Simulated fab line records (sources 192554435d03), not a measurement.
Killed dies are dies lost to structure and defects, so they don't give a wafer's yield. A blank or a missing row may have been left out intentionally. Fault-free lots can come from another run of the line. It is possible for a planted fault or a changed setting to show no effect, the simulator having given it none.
Chamber matching ; flow n5-finfet ; 4 sister chambers for N5_SDB_CMP_30 on cmp-04
The step polishes, stops on poly-Si, t overpolish 1.54 s, target thk 30 nm. 8 wafers are shown with their chamber, then 8 later ones without.

== WAFERS WITH THEIR CHAMBER ==
wafer;chamber;motor-current-A (A);time-to-endpoint-s (s)
L080.2;1;10.0;16
L080.6;3;11.8;16
L082.2;3;11.8;15
L082.6;0;13.6;17
L094.2;1;10.1;15
L094.4;0;13.8;19
L094.6;2;13.3;18
L095.1;2;13.6;19

== WAFERS MISSING THEIR CHAMBER ==
wafer;motor-current-A (A);time-to-endpoint-s (s)
L095.2;10.7;14
L095.4;13.6;19
L097.1;13.5;21
L097.3;10.8;15
L097.4;12.0;17
L097.2;13.4;20
L097.5;10.4;16
L097.6;13.0;20

== WHICH CHAMBER EACH ONE RAN IN ==
wafer;from the rows above;in truth
L095.2;1;1
L095.4;can't be placed: 2 or 0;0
L097.1;can't be placed: 2 or 0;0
L097.3;can't be placed: 1 or 3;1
L097.4;3;3
L097.2;can't be placed: 2 or 0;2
L097.5;1;1
L097.6;can't be placed: 2 or 0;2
Correctly placed: 3 of 8. From these rows, 5 cannot be placed; in 5 the true chamber is one of the candidates. 0 placed wrongly.
How it was worked out, from the rows above alone: a wafer's distance from a chamber is the root of the sum, over the readings, of the square of ((its reading less the chamber's mean) divided by the reading's scatter). If the next closest chamber is less than 2 further off than the closest, the wafer can't be placed; otherwise it belongs to the closest. A chamber's mean is the mean of its shown wafers. The scatter is the square root of a quotient: the sum, over the shown wafers, of each reading's squared deviation from its chamber's mean, divided by wafers minus chambers.
